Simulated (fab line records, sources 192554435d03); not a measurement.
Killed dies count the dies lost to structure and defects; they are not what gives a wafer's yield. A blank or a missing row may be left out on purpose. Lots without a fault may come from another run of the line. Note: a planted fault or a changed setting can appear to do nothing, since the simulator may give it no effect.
Code-filled problem report in 8D (eight disciplines) form	flow n5_finfet	the parts of the form that need people (team, actions taken, sign-off) are left out

1. THE PROBLEM
N5_PASSIVATION_PROBE_49, killed_at_M4_up: mean 158 on 2 wafers (1 lot); fault-free wafers 15, standard deviation 5.4. That is +26 standard deviations from the usual mean.
Seen first at day 14 20:39 on prober-01, wafer L203.3. The record has a number at this step for 30 wafers belonging to 10 lots. Rule for "out", or "out of limits": more than 4 standard deviations from the usual mean. The other wafers with a number count as sound.

2. WHAT IT IS, WHAT IT ISN'T
question	is	is not
which readings at this step	killed_at_M4_up, defect_limited_yield, killed_dies, sort_bin_5_function, sort_n_pass, sort_yield_pct	killed_at_M0_to_M3, killed_at_contacts, killed_at_front_end, killed_at_other, killed_open, killed_short, sort_bin_4_leakage
which lots	L203	L191, L192, L193, L194, L197, L202, L209, L210, L213
which wafers of those lots	L203.3, L203.5	L203.2
read on which tools	prober-01	prober-02
when	from day 14 20:39	up to then (16 sound wafers); but 12 sound wafers of L202, L209, L210, L213 came after

3. WHAT RULES OUT EACH SUSPECT
Counting: a tool at a process step up to the reading stays a suspect if it ran every lot that is out. Sound lots after the first of them don't rule it out here, since some wafers of a struck lot are sound.
- rie_diel-01 at N5_BEOL_M9_TRENCH_ETCH_37 (etches SiCOH lowk in C4F6/O2, target depth 151.43 nm, time 49 s): kept. The lot that is out, L203, ran on it at day 12 07:41; the last sound lot it ran before that was L194, at day 10 10:29.
- pvd_sputter-03 at N5_PASSIVATION_PRE_CLEAN_19: kept. It ran the lot that is out, L203 (day 14 14:59).
- rie_diel-06 at N5_PASSIVATION_STRIP_34 (strips in O2): kept. The lot that is out, L203, ran on it at day 14 16:18; the last sound lot it ran before that was L193, at day 11 23:44.
- prober-01 at N5_PASSIVATION_PROBE_49: kept. The lot that is out, L203, ran on it at day 14 20:36; the last sound lot it ran before that was L192, at day 12 02:35. On those wafers its own readings are out: defect_limited_yield, killed_at_M4_up, killed_dies, sort_bin_5_function, sort_n_pass, sort_yield_pct.
- At N5_BEOL_M9_TRENCH_ETCH_37 on rie_diel-01, chamber 2 took the sound wafers of the same lots and chamber 0 took the wafers that are out.
Left after counting: rie_diel-01 at N5_BEOL_M9_TRENCH_ETCH_37, pvd_sputter-03 at N5_PASSIVATION_PRE_CLEAN_19, rie_diel-06 at N5_PASSIVATION_STRIP_34, prober-01 at N5_PASSIVATION_PROBE_49.

4. THE CAUSE (what the simulator had put in)
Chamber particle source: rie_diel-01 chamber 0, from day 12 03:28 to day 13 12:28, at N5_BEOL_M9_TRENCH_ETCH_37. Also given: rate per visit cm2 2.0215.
Of the 4 suspects that counting leaves, this tool is one.

5. SEQUENCE OF EFFECTS, ordered by route
Each row: a reading where the mean over the struck wafers with a number is more than 3 standard deviations away from the usual. Readings are gone through only where the record gives a usual standard deviation; hours: the median, over the lots, of the time from a lot's start at the first step in this table giving one to that lot's start at this step; sigmas: the change measured in usual standard deviations.
hours	step	reading	usual	on struck wafers	change	sigmas
0	N5_PASSIVATION_PROBE_49	defect_limited_yield	91.3 %	79.5	-11.8	-9.0
0	N5_PASSIVATION_PROBE_49	killed_at_M4_up	15	158	+142	+26
0	N5_PASSIVATION_PROBE_49	killed_dies	102	242	+140	+9.3
0	N5_PASSIVATION_PROBE_49	sort_bin_5_function	5.1 %	12.1	+7.0	+7.9
0	N5_PASSIVATION_PROBE_49	sort_n_pass	1078	938	-140	-9.3
0	N5_PASSIVATION_PROBE_49	sort_yield_pct	91.3 %	79.5	-11.8	-9.0
It contains these process steps:
- N5_PASSIVATION_PROBE_49

6. WHAT WOULD HAVE CAUGHT IT SOONER
65 hours passed between the start of the fault at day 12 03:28 and the first reading out of limits in this record, taken at day 14 20:39.
Of the tool readings at N5_BEOL_M9_TRENCH_ETCH_37 for which the record gives a usual standard deviation, none was out on any struck wafer, so an alarm limit of 4 standard deviations on them would not have fired.
Each of the lots that are out, 1 in all, had begun N5_BEOL_M9_TRENCH_ETCH_37 on rie_diel-01 no later than day 14 20:39. Tool hold at that time: it would have spared none of them.
